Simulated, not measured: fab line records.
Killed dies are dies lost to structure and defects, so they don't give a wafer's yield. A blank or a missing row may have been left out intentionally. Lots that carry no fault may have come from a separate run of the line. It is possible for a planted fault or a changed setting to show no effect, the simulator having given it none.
The tool behind it: which one? / flow n5-finfet / 10 lots with 30 wafers sampled at 2 steps, on a route of 1938 steps

## WHAT THE GAUGES READ, wafer by wafer
N5_BEOL_M15_INSPECT_30: inspects for defects (macro). Usual: raw-defect-count 2.3, standard deviation 1.5.
lot=L414; measured=day 11 21:52; on=defect-inspect-01; raw-defect-count=2 2 5; flag=
lot=L415; measured=day 11 22:21; on=defect-inspect-01; raw-defect-count=2 3 3; flag=
lot=L416; measured=day 12 13:46; on=defect-inspect-01; raw-defect-count=5 0 4; flag=
lot=L419; measured=day 13 08:13; on=defect-inspect-01; raw-defect-count=2 3 5; flag=
lot=L418; measured=day 13 11:02; on=defect-inspect-01; raw-defect-count=2 1 5; flag=
lot=L423; measured=day 14 08:04; on=defect-inspect-01; raw-defect-count=0 1 2; flag=
lot=L422; measured=day 14 12:28; on=defect-inspect-02; raw-defect-count=3 3 4; flag=
lot=L431; measured=day 17 02:37; on=defect-inspect-02; raw-defect-count=1 3 4; flag=
lot=L432; measured=day 17 03:26; on=defect-inspect-02; raw-defect-count=5 3 3; flag=
lot=L434; measured=day 17 18:40; on=defect-inspect-02; raw-defect-count=3 1 3; flag=

## WHAT TOOL EACH LOT RAN ON (gives the tool, then ch and the chambers of the sampled wafers, and finally the start)
lot=L414; N5_BEOL_M15_ETCH_59=rie-diel-02 ch 0,1,3, day 11 20:29
lot=L415; N5_BEOL_M15_ETCH_59=rie-diel-04 ch 1,3, day 11 20:56
lot=L416; N5_BEOL_M15_ETCH_59=rie-diel-02 ch 0,1,2, day 12 12:22
lot=L419; N5_BEOL_M15_ETCH_59=rie-diel-04 ch 0,1,2, day 13 06:47
lot=L418; N5_BEOL_M15_ETCH_59=rie-diel-05 ch 1,3, day 13 09:28
lot=L423; N5_BEOL_M15_ETCH_59=rie-diel-02 ch 1,2, day 14 06:29
lot=L422; N5_BEOL_M15_ETCH_59=rie-diel-04 ch 2,3, day 14 10:57
lot=L431; N5_BEOL_M15_ETCH_59=rie-diel-05 ch 0,1,2, day 17 01:05
lot=L432; N5_BEOL_M15_ETCH_59=rie-diel-05 ch 0,2,3, day 17 02:03
lot=L434; N5_BEOL_M15_ETCH_59=rie-diel-02 ch 0,1, day 17 17:07
- N5_BEOL_M15_ETCH_59: etches BARC in N2/H2, target depth 89 nm, overetch 26.7 nm, time 67.9 s.

## WHAT THE TOOLS THEMSELVES READ (means of the sampled wafers that have a number; where no wafer has one, the mark that the record gives instead)
N5_BEOL_M15_ETCH_59. Usual: bias-w is 150.0 W with standard deviation 0.44, chamber-pressure-mTorr is 29.999 mTorr with standard deviation 0.027, drypump-motor-current-A is 5.9 A with standard deviation 0.54, oes-product-au is 0.71 a.u. with standard deviation 0.068, rf-vpp-V is 524.4 V with standard deviation 2.5, showerhead-plenum-p-Torr is 2.56 Torr with standard deviation 0.08, and throttle-valve-pct is 17.83 % with standard deviation 0.26.
lot=L414; tool=rie-diel-02; bias-w (W)=150.0; chamber-pressure-mTorr (mTorr)=30.011; drypump-motor-current-A (A)=5.9; oes-product-au (a.u.)=0.74; rf-vpp-V (V)=524.8; showerhead-plenum-p-Torr (Torr)=2.57; throttle-valve-pct (%)=17.83; flag=
lot=L415; tool=rie-diel-04; bias-w (W)=150.2; chamber-pressure-mTorr (mTorr)=30.006; drypump-motor-current-A (A)=5.4; oes-product-au (a.u.)=0.79; rf-vpp-V (V)=526.2; showerhead-plenum-p-Torr (Torr)=2.63; throttle-valve-pct (%)=17.52; flag=
lot=L416; tool=rie-diel-02; bias-w (W)=150.0; chamber-pressure-mTorr (mTorr)=30.019; drypump-motor-current-A (A)=6.0; oes-product-au (a.u.)=0.74; rf-vpp-V (V)=524.8; showerhead-plenum-p-Torr (Torr)=2.58; throttle-valve-pct (%)=17.90; flag=
lot=L419; tool=rie-diel-04; bias-w (W)=150.7; chamber-pressure-mTorr (mTorr)=29.994; drypump-motor-current-A (A)=5.5; oes-product-au (a.u.)=0.80; rf-vpp-V (V)=525.9; showerhead-plenum-p-Torr (Torr)=2.60; throttle-valve-pct (%)=17.70; flag=
lot=L418; tool=rie-diel-05; bias-w (W)=150.0; chamber-pressure-mTorr (mTorr)=30.004; drypump-motor-current-A (A)=6.1; oes-product-au (a.u.)=0.66; rf-vpp-V (V)=521.8; showerhead-plenum-p-Torr (Torr)=2.44; throttle-valve-pct (%)=17.89; flag=
lot=L423; tool=rie-diel-02; bias-w (W)=150.3; chamber-pressure-mTorr (mTorr)=30.016; drypump-motor-current-A (A)=6.6; oes-product-au (a.u.)=0.69; rf-vpp-V (V)=523.8; showerhead-plenum-p-Torr (Torr)=2.53; throttle-valve-pct (%)=18.12; flag=
lot=L422; tool=rie-diel-04; bias-w (W)=149.6; chamber-pressure-mTorr (mTorr)=30.008; drypump-motor-current-A (A)=5.6; oes-product-au (a.u.)=0.76; rf-vpp-V (V)=528.3; showerhead-plenum-p-Torr (Torr)=2.64; throttle-valve-pct (%)=17.36; flag=
lot=L431; tool=rie-diel-05; bias-w (W)=149.6; chamber-pressure-mTorr (mTorr)=30.001; drypump-motor-current-A (A)=5.9; oes-product-au (a.u.)=0.70; rf-vpp-V (V)=523.2; showerhead-plenum-p-Torr (Torr)=2.49; throttle-valve-pct (%)=17.77; flag=
lot=L432; tool=rie-diel-05; bias-w (W)=150.2; chamber-pressure-mTorr (mTorr)=29.992; drypump-motor-current-A (A)=6.1; oes-product-au (a.u.)=0.72; rf-vpp-V (V)=522.7; showerhead-plenum-p-Torr (Torr)=2.50; throttle-valve-pct (%)=17.81; flag=
lot=L434; tool=rie-diel-02; bias-w (W)=150.0; chamber-pressure-mTorr (mTorr)=29.993; drypump-motor-current-A (A)=5.5; oes-product-au (a.u.)=0.73; rf-vpp-V (V)=526.4; showerhead-plenum-p-Torr (Torr)=2.61; throttle-valve-pct (%)=17.76; flag=

## THE ANSWER, worked out from the rows above alone
Rule: a lot counts as off when the mean over its wafers that have a number is more than 3 standard deviations away from the usual mean. Also off: a lot with no number at a reading for which 4 or more lots have one. Where the step has rows for the other lots, those lots are counted as sound. First the gauges in route order, then the tools' own readings, where a lot's mean is used as printed above. At the first step where some lot is off, the reading lying furthest off is the one used; lots without a number count as furthest.
Across all readings shown, no lot is off: no conclusion can be drawn from this.

## WHAT THE SIMULATOR PUT IN
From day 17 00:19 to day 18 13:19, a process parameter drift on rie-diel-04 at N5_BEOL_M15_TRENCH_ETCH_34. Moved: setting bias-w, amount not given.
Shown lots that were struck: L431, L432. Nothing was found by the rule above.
